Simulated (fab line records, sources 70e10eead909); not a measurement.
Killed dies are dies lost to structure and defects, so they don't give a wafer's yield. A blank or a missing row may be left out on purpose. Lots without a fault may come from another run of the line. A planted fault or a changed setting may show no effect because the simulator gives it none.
Which tool did it? | flow nand_harc | 7 lots, 20 wafers sampled, at 2 steps of a route of 1159

WHAT THE GAUGES READ, wafer by wafer
NHARC_A_ONON_D1_THK_MEAS_30: measures by ellipsometry.
lot  | measured     | on            | thk_nm (nm)
L289 | day 8 08:25  | film_metro-01 | 989 987 990
L291 | day 8 15:49  | film_metro-01 | 1012 1013 1013
L297 | day 10 13:44 | film_metro-02 | 1936 1011
L301 | day 11 22:58 | film_metro-02 | 1003 1005 1005
L305 | day 12 02:30 | film_metro-02 | 1017 1020 1018
L307 | day 12 23:46 | film_metro-02 | 1004 1001 1003
L309 | day 13 12:27 | film_metro-01 | 996 998 997

WHICH TOOL RAN EACH LOT (tool, then ch and the chambers of the sampled wafers, then the start)
lot  | NHARC_A_ONON_D1_DEP_28
L289 | pecvd_onon-02 ch 0, day 8 07:54
L291 | pecvd_onon-01 ch 0, day 8 15:22
L297 | pecvd_onon-02 ch 0, day 10 13:16
L301 | pecvd_onon-01 ch 0, day 11 22:31
L305 | pecvd_onon-01 ch 0, day 12 01:59
L307 | pecvd_onon-03 ch 0, day 12 23:16
L309 | pecvd_onon-03 ch 0, day 13 11:56
- NHARC_A_ONON_D1_DEP_28: target thk 1000 nm.

THE ANSWER, worked out from the rows above alone
Rule: what is usual is taken from the lots themselves. Put in order of their means at a reading, lots are off if they are a third of the lots or fewer, leave a main group of 4 or more, and stand apart from it by a gap of 3 or more times the standard deviation of the main group's means; of several such gaps the widest counts. A main group whose means are all the same, to the digits that the tables above print for the reading, isn't used. A lot without any number at a reading at which 4 lots or more have one is off too. The other lots that the step has rows for count as sound.
Off: L297, at NHARC_A_ONON_D1_THK_MEAS_30 (thk_nm). The main group: mean 1004 nm, standard deviation 9.7.
A tool fits if, at a process step before that reading, it ran every lot that is off, and no sound lot after the first of them. The gauges at NHARC_A_ONON_D1_THK_MEAS_30 are tried like those tools. One fits: pecvd_onon-02 at NHARC_A_ONON_D1_DEP_28. Its last sound lot is L289 (day 8 07:54), its first lot that is off L297 (day 10 13:16): a fault that began between those two fits.

WHAT THE SIMULATOR HAD PUT IN
Process parameter drift: pecvd_onon-02, from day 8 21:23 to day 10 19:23, at NHARC_A_ONON_D1_DEP_28. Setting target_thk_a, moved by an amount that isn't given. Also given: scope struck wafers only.
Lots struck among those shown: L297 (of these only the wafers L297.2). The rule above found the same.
